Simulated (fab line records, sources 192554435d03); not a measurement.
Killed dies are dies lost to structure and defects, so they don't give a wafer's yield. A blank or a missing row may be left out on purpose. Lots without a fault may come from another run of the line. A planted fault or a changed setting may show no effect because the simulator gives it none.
One fault seen from 2 desks | flow n5_finfet | each desk has only its own numbers; what lay behind them comes last

THE METROLOGY DESK
What the gauges read, lot by lot, whatever tool the lot ran on: means of the sampled wafers that have a number. A lot is out of limits, marked OUT, if its mean lies more than 4 standard deviations from the usual mean; the brackets give that distance. Of its 10 readings 7 are shown: those that lie furthest out on some lot.
Columns: A = DIBL_P at N5_BEOL_M4_RC_MEAS_101, usual 36.2 mV/V; B = IOFF_N at N5_BEOL_M4_RC_MEAS_101, usual 0.16 nA/um; C = IOFF_P at N5_BEOL_M4_RC_MEAS_101, usual 0.21 nA/um; D = ION_P at N5_BEOL_M4_RC_MEAS_101, usual 461 uA/um; E = SS_N at N5_BEOL_M4_RC_MEAS_101, usual 71.5 mV/dec; F = SS_P at N5_BEOL_M4_RC_MEAS_101, usual 73.4 mV/dec; G = VT_P at N5_BEOL_M4_RC_MEAS_101, usual -250 mV
lot  | first seen here | A    | B    | C    | D   | E    | F    | G
L822 | day 8 21:15     | 35.7 | 0.13 | 0.18 | 449 | 71.9 | 73.1 | -253
L823 | day 8 21:51     | 36.7 | 0.19 | 0.23 | 461 | 72.1 | 73.6 | -247
L825 | day 9 23:35     | 39.1 | 0.19 | 0.24 | 460 | 72.5 | 73.9 | -250
L827 | day 10 03:35    | 35.2 | 0.13 | 0.19 | 461 | 71.2 | 72.9 | -252
L829 | day 10 07:00    | 36.2 | 0.14 | 0.18 | 452 | 71.8 | 74.1 | -256
L832 | day 11 12:12    | 31.6 | 0.11 | 0.14 | 450 | 70.8 | 72.0 | -256
L837 | day 12 07:01    | 36.4 | 0.18 | 0.21 | 457 | 71.7 | 73.6 | -252
L836 | day 12 11:42    | 36.3 | 0.16 | 0.22 | 466 | 71.6 | 73.6 | -249
L843 | day 13 20:39    | 37.8 | 0.19 | 0.25 | 462 | 72.0 | 73.6 | -247
This desk's finding: nothing out of limits on any of the 9 lots.

THE TOOL OWNER'S DESK: rie_diel-01
The tool's own readings at N5_FIN_SAQP_ETCH_34 (etches SiO2 in C4F6/O2, target depth 45 nm, time 15 s): means of the sampled wafers that have a number, for each lot that ran on this tool. A lot is out of limits, marked OUT, if its mean lies more than 4 standard deviations from the usual mean; the brackets give that distance. Of its 8 readings 7 are shown: the one that was out of limits first, and those that lie furthest out on some lot.
Columns: A = chamber_pressure_mTorr at N5_FIN_SAQP_ETCH_34, usual 30.001 mTorr; B = drypump_motor_current_A at N5_FIN_SAQP_ETCH_34, usual 5.9 A; C = etch_rf_on_time_s at N5_FIN_SAQP_ETCH_34, usual 15.0 s; D = oes_product_au at N5_FIN_SAQP_ETCH_34, usual 0.64 a.u.; E = rf_vpp_V at N5_FIN_SAQP_ETCH_34, usual 667 V; F = showerhead_plenum_p_Torr at N5_FIN_SAQP_ETCH_34, usual 2.85 Torr; G = throttle_valve_pct at N5_FIN_SAQP_ETCH_34, usual 21.20 %
lot  | first seen here | A      | B   | C               | D    | E   | F    | G
L823 | day 2 13:57     | 30.006 | 6.5 | 14.7            | 0.62 | 671 | 2.87 | 21.05
L825 | day 3 02:49     | 30.016 | 5.7 | 14.8            | 0.68 | 670 | 2.88 | 21.11
L827 | day 3 13:34     | 30.031 | 6.3 | 15.1            | 0.61 | 647 | 2.81 | 21.32
L829 | day 4 01:41     | 30.014 | 6.0 | 16.2 (+4.0) OUT | 0.61 | 654 | 2.85 | 21.42
L832 | day 4 21:12     | 29.986 | 6.1 | 15.9            | 0.62 | 691 | 2.94 | 21.06
This desk's finding: out of limits on L829; first on L829, day 4 01:41 (etch_rf_on_time_s at N5_FIN_SAQP_ETCH_34). In limits: L823, L825, L827, L832.

PUT TOGETHER
The tool owner's desk could have raised an alarm at day 4 01:41, on L829.
The metrology desk saw nothing out of limits.
The metrology desk has L829 on record, within its limits.
Of the lots named, all ran N5_FIN_SAQP_ETCH_34 on rie_diel-01.

WHAT THE SIMULATOR HAD PUT IN
Process parameter drift: rie_diel-01, from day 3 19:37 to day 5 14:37, at N5_FIN_SAQP_ETCH_34. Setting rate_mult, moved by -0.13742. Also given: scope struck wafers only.
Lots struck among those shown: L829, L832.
Hours from the fault's start to each desk's first reading out of limits: the tool owner's desk, 6.
